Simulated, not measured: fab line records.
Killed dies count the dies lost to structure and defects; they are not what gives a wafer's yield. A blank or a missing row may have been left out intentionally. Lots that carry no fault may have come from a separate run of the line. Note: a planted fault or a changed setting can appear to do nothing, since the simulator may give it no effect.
Problem report, 8D (eight disciplines) form, completed by code	flow nand_harc	the parts of the form that need people (team, actions taken, sign-off) are left out

## 1. WHAT WENT WRONG
Wafers without a fault read 0.7, standard deviation 0.93; killed_at_other at NHARC_END_SORT_01 reads a mean of 641.3 on 3 wafers belonging to 2 lots. So: +99 or more standard deviations from the usual mean.
First observed at day 21 02:13: wafer L206.1, on prober-01. The record holds 6 wafers of 3 lots with a number at this step. By rule, "out" or "out of limits" means more than 4 standard deviations away from the usual mean. The rest of the wafers with a number are treated as sound.

## 2. WHAT IT IS AND WHAT IT IS NOT
question	is	is not
which readings at this step	killed_at_other, defect_limited_yield, killed_dies, sort_bin_2_pct, sort_n_pass, sort_rim_yield_pct, sort_yield_pct	killed_at_array, killed_at_periphery, killed_open, killed_short, sort_bin_3_pct, sort_bin_4_pct
which lots	L206, L208	L204
which wafers of those lots	all that have a number	-
read on which gauges	prober-01	prober-02
when	from day 21 02:13	up to then (3 sound wafers)

## 3. WHAT RULES OUT EACH SUSPECT
Counting: any tool at a process step up to the reading is kept as a suspect provided that every lot that is out went through it and no sound lot did after the first of them.
- the gauge at NHARC_END_SORT_01: kept. All the wafers that are out were read on prober-01, and no step on other tools shows them out.
- pvd_sputter-01 at NHARC_THIN_TSV_PRE_CLEAN_50 (time 30 s): kept. It ran every lot that is out, first L206 (day 20 14:37), and no sound lot after that. NHARC_THIN_TSV_PRE_CLEAN_50: start missing for some lots; hours and lot order therefore follow NHARC_THIN_TSV_PVD_51.
- pvd_sputter-01 at NHARC_THIN_TSV_PVD_51 (deposits Cu, target thk 100 nm): kept. It ran every lot that is out, first L206 (day 20 14:37), and no sound lot after that.
Left after counting: pvd_sputter-01 at NHARC_THIN_TSV_PRE_CLEAN_50, pvd_sputter-01 at NHARC_THIN_TSV_PVD_51, prober-01 at NHARC_END_SORT_01.

## 4. THE CAUSE (what the simulator had put in)
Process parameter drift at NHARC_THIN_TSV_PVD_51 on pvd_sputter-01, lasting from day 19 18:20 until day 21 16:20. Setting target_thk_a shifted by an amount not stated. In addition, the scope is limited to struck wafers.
This tool is one of the 3 suspects left after counting.

## 5. SEQUENCE OF EFFECTS, ordered by route
Rows list readings where the struck wafers' mean (over those with a number) sits beyond 3 standard deviations from the usual. Scope: only readings with a usual standard deviation given in the record; hours: median across lots of the time from each lot's start at the first step in this table that gives one to its start at this step; sigmas: change in usual standard deviations.
hours	step	reading	usual	on struck wafers	change	sigmas
0	NHARC_END_SORT_01	defect_limited_yield	95.6 %	0.0	-95.6	-56
0	NHARC_END_SORT_01	killed_at_other	0.7	641.3	+640.6	+99 or more
0	NHARC_END_SORT_01	killed_dies	30	677	+647	+59
0	NHARC_END_SORT_01	sort_bin_2_pct	1.4 %	96.4	+95.0	+99 or more
0	NHARC_END_SORT_01	sort_n_pass	647	0	-647	-59
0	NHARC_END_SORT_01	sort_rim_yield_pct	95.4 %	0.0	-95.4	-35
0	NHARC_END_SORT_01	sort_yield_pct	95.6 %	0.0	-95.6	-56

## 6. WHAT WOULD HAVE CAUGHT IT SOONER
Counted from the fault's start at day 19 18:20, it took 32 hours until the first out-of-limits reading at a measuring or inspecting step in this record, taken at day 21 02:13.
Of the tool readings at NHARC_THIN_TSV_PVD_51 for which the record gives a usual standard deviation, none was out on any struck wafer, so an alarm limit of 4 standard deviations on them would not have fired.
The start of NHARC_THIN_TSV_PVD_51 on pvd_sputter-01 came by day 21 02:13 for every one of the lots that are out (2). Had the tool been put on hold then, not one of them would have been saved.
